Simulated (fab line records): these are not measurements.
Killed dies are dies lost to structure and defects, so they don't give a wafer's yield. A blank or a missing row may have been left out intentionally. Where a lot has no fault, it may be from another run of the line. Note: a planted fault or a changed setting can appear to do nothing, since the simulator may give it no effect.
A lot that was struck, set against a sound lot + flow nand_harc + 15 out of 1302 route steps
Sound: the wafers L768.1, L768.3, L768.4. Wafers L772.1, L772.2, L772.4 were the ones struck. The cause is given at the end.
Order at every step that has rows: each side's tool, ch and its chambers, its first start. Under that, the readings that differ: sound wafers + struck wafers + difference of the means + sigmas: that difference in standard deviations of wafers without a fault.
alike: same words and numbers on both sides, and readings whose means sit less than 2 such deviations apart. not compared: any withheld reading, any reading some wafer has no value for, any bound like >300 that may hide the same value, and any number with overlapping values for which the record gives no deviation.
A row with sigmas, a row that says differs or no value, or rows on one side alone: a step with any of these is where the two part. Numbers that have no deviation but don't overlap get no sigmas and don't part them. Lack of a reading on every wafer of one side parts them only where that side has two or more wafers.

NHARC_P_M2_CD_MEAS_09: target cd 170 nm.
  sound on cd_sem-01 ch 0, day 7 13:38; struck on cd_sem-03 ch 0, day 9 14:08
  alike: cd_nm
NHARC_P_M2_OVL_MEAS_10: pitch 340 nm.
  sound on overlay-01 at day 7 13:43; struck on overlay-02 at day 9 14:13
| reading           | sound          | struck      | difference | sigmas |
|-------------------|----------------|-------------|------------|--------|
| overlay_x_nm (nm) | -1.3 -0.7 -1.3 | 0.9 0.1 0.6 | +1.6       | +2     |
| overlay_y_nm (nm) | -1.2 -1.2 -1.5 | 1.3 1.4 1.2 | +2.6       | +3     |
NHARC_P_M2_INSPECT_11:
  sound on defect_inspect-02 at day 7 13:45; struck on defect_inspect-01 at day 9 14:15
  alike: raw_defect_count
then, 1 step without rows for these wafers: NHARC_P_M2_DESCUM_14 (chemistry O2, time 3 s).
NHARC_P_M2_ETCH_35: etches the open film in N2/H2, target depth 40 nm, overetch 12 nm, time 43.94 s.
  sound on rie_diel-08 ch 1,2,3, day 7 13:55; struck on rie_diel-08 ch 1,2,3, day 9 14:24
| reading                | sound       | struck      | difference | sigmas |
|------------------------|-------------|-------------|------------|--------|
| rf_hours_counter_h (h) | 6.4 6.3 6.2 | 0.0 0.0 0.0 | -6.3       |        |
  alike: bias_w, drypump_motor_current_A, mfc_ar_sccm, oes_product_au, rf_vpp_V, showerhead_plenum_p_Torr, throttle_valve_pct
NHARC_P_M2_ETCH_15: etches the open film in C4F8/Ar, target depth 182.5 nm, time 91.2 s.
  sound: rie_diel-08 ch 1,2,3; struck: rie_diel-08 ch 0,2,3
| reading                | sound       | struck      | difference | sigmas |
|------------------------|-------------|-------------|------------|--------|
| rf_hours_counter_h (h) | 6.2 6.4 6.3 | 0.0 0.0 0.0 | -6.3       |        |
  alike: bias_w, oes_product_au, rf_vpp_V
NHARC_P_M2_CD_MEAS_16:
  sound on cd_sem-01 at day 7 14:07; struck on cd_sem-03 at day 9 14:37
  alike: cd_nm
NHARC_P_M2_STRIP_18: strips in N2/H2.
  sound on rie_diel-03 ch 0,2,3, day 7 14:11; struck on rie_diel-08 ch 0,1,2, day 9 14:42
| reading                | sound | struck | difference | sigmas |
|------------------------|-------|--------|------------|--------|
| rf_hours_counter_h (h) | 4 3 2 | 0 0 0  | -3         |        |
  alike: drypump_motor_current_A, mfc_ar_sccm, oes_product_au, rf_vpp_V, showerhead_plenum_p_Torr, throttle_valve_pct
NHARC_P_M2_ETCH_28: etches the open film in CF4/N2, target depth 30 nm, time 72.99 s.
  sound: rie_diel-03 ch 1,2,3; struck: rie_diel-08 ch 0,1,3
  alike: bias_w, drypump_motor_current_A, mfc_ar_sccm, oes_product_au, rf_vpp_V, showerhead_plenum_p_Torr, throttle_valve_pct
  not compared: rf_hours_counter_h
then, 2 steps without rows for these wafers: NHARC_P_M2_STRIP_19 (strips in post etch residue remover, time 600 s); NHARC_P_M2_DEGAS_29 (time 60 s).
NHARC_P_M2_PRE_CLEAN_30: time 30 s.
  sound on pvd_sputter-02; struck on pvd_sputter-01
  alike: heater_power_w
NHARC_P_M2_PVD_20: deposits TaN, target thk 5 nm, time 8.06 s.
  sound on pvd_sputter-02 at day 7 14:56; struck on pvd_sputter-01 at day 9 15:44
  alike: chamber_pressure_pa, throttle_valve_pct
then, 1 step without rows for these wafers: NHARC_P_M2_PVD_21 (deposits Cu, target thk 30 nm, time 20.49 s).
-- the record jumps here: 18 days lie between the struck wafers' starts before and after (it left off in module P_M2 and takes up again in module END, whose first step shown is number 1302 of the route) --
NHARC_END_SORT_01:
  sound on prober-02 ch 0, day 25 07:32; struck on prober-02 ch 0, day 27 13:44
  alike: defect_limited_yield, killed_at_array, killed_at_other, killed_at_periphery, killed_dies, killed_open, killed_short

## WHERE THEY PART
NHARC_P_M2_OVL_MEAS_10 only, going by this record. Later steps at which nothing parts them and some readings are alike: NHARC_P_M2_INSPECT_11, NHARC_P_M2_ETCH_35, NHARC_P_M2_ETCH_15, NHARC_P_M2_CD_MEAS_16, NHARC_P_M2_STRIP_18, NHARC_P_M2_ETCH_28, NHARC_P_M2_PRE_CLEAN_30, NHARC_P_M2_PVD_20, NHARC_END_SORT_01.

WHY: what had been put in by the simulator
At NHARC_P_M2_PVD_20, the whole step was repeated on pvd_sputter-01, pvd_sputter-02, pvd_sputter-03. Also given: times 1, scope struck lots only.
